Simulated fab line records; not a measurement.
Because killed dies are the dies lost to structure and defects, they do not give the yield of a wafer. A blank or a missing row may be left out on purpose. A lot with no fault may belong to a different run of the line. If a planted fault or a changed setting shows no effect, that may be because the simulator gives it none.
Chamber matching || flow n5-finfet || N5_BEOL_M7_ETCH_65 on rie-diel-01: 4 sister chambers
The step etches SiARC in CF4, target depth 15.6 nm, time 26 s. 8 wafers are shown with their chamber, then 8 later ones without.

## EACH WAFER AND ITS CHAMBER
{"wafer": "L077.2", "chamber": 2, "drypump-motor-current-A (A)": 5.4, "showerhead-plenum-p-Torr (Torr)": 2.09}
{"wafer": "L091.1", "chamber": 1, "drypump-motor-current-A (A)": 5.5, "showerhead-plenum-p-Torr (Torr)": 2.15}
{"wafer": "L091.2", "chamber": 0, "drypump-motor-current-A (A)": 6.7, "showerhead-plenum-p-Torr (Torr)": 2.24}
{"wafer": "L091.4", "chamber": 3, "drypump-motor-current-A (A)": 5.2, "showerhead-plenum-p-Torr (Torr)": 2.16}
{"wafer": "L093.1", "chamber": 0, "drypump-motor-current-A (A)": 6.7, "showerhead-plenum-p-Torr (Torr)": 2.23}
{"wafer": "L093.2", "chamber": 1, "drypump-motor-current-A (A)": 5.5, "showerhead-plenum-p-Torr (Torr)": 2.15}
{"wafer": "L093.3", "chamber": 3, "drypump-motor-current-A (A)": 5.2, "showerhead-plenum-p-Torr (Torr)": 2.15}
{"wafer": "L093.4", "chamber": 2, "drypump-motor-current-A (A)": 5.3, "showerhead-plenum-p-Torr (Torr)": 2.08}

## WAFERS MISSING THEIR CHAMBER
{"wafer": "L093.5", "drypump-motor-current-A (A)": 5.2, "showerhead-plenum-p-Torr (Torr)": 2.15}
{"wafer": "L093.6", "drypump-motor-current-A (A)": 5.3, "showerhead-plenum-p-Torr (Torr)": 2.08}
{"wafer": "L092.2", "drypump-motor-current-A (A)": 6.7, "showerhead-plenum-p-Torr (Torr)": 2.23}
{"wafer": "L092.3", "drypump-motor-current-A (A)": 5.4, "showerhead-plenum-p-Torr (Torr)": 2.08}
{"wafer": "L092.4", "drypump-motor-current-A (A)": 5.2, "showerhead-plenum-p-Torr (Torr)": 2.15}
{"wafer": "L094.2", "drypump-motor-current-A (A)": 5.3, "showerhead-plenum-p-Torr (Torr)": 2.08}
{"wafer": "L094.3", "drypump-motor-current-A (A)": 5.2, "showerhead-plenum-p-Torr (Torr)": 2.15}
{"wafer": "L094.5", "drypump-motor-current-A (A)": 5.3, "showerhead-plenum-p-Torr (Torr)": 2.08}

## WHICH CHAMBER EACH ONE RAN IN
{"wafer": "L093.5", "from the rows above": 3, "in truth": 3}
{"wafer": "L093.6", "from the rows above": 2, "in truth": 2}
{"wafer": "L092.2", "from the rows above": 0, "in truth": 0}
{"wafer": "L092.3", "from the rows above": 2, "in truth": 2}
{"wafer": "L092.4", "from the rows above": 3, "in truth": 3}
{"wafer": "L094.2", "from the rows above": 2, "in truth": 2}
{"wafer": "L094.3", "from the rows above": 3, "in truth": 3}
{"wafer": "L094.5", "from the rows above": 2, "in truth": 2}
8 of 8 placed correctly. Not placeable from these rows: 0. Wrongly placed: 0.
How it was worked out, from the rows above alone: a wafer's distance from a chamber is the root of the sum, over the readings, of the square of ((its reading less the chamber's mean) divided by the reading's scatter). The wafer belongs to the nearest chamber; if the next one is less than 2 further off, it can't be placed. Each chamber's mean is taken over the wafers shown for it. The scatter: take each reading less its chamber's mean, square it, sum over the shown wafers, divide by the number of wafers less the number of chambers, and take the root.
